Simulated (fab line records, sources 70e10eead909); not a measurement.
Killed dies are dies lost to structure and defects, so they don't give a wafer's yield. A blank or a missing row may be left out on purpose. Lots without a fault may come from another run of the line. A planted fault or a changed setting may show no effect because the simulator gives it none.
Chamber matching | flow nand_harc | NHARC_P_GATE_PRECLEAN_70 on wet_bench-07: 7 sister chambers
The step cleans in SC1. 7 wafers are shown with their chamber, then 4 later ones without.

WAFERS WITH THEIR CHAMBER
wafer  | chamber | bath_guard_temp_C (C)
L756.2 | 5       | 50.1
L764.6 | 1       | 48.8
L765.1 | 2       | 49.7
L765.3 | 6       | 50.9
L765.4 | 3       | 50.6
L766.1 | 0       | 50.0
L766.2 | 7       | 50.1

WAFERS WITHOUT THEIR CHAMBER
wafer  | bath_guard_temp_C (C)
L767.1 | 50.4
L767.3 | 50.0
L776.1 | 50.4
L776.3 | 50.6

WHICH CHAMBER EACH WENT THROUGH
wafer  | from the rows above               | in truth
L767.1 | can't be placed: 3 or 5 or 7 or 0 | 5
L767.3 | can't be placed: 0 or 5 or 7      | 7
L776.1 | can't be placed: 3 or 5 or 7 or 0 | 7
L776.3 | 3                                 | 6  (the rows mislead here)
Placed correctly: 0 of 4. Can't be placed from these rows: 3 (the true chamber is among the candidates in 3). Placed wrongly: 1.
How it was worked out, from the rows above alone: a wafer's distance from a chamber is the root of the sum, over the readings, of the square of ((its reading less the chamber's mean) divided by the reading's scatter). The wafer belongs to the nearest chamber; if the next one is less than 2 further off, it can't be placed. A chamber's mean is the mean of its shown wafers. The scatter: with one shown wafer a chamber, the root of the mean of the squares of how far each hidden wafer lies from its nearest shown one.
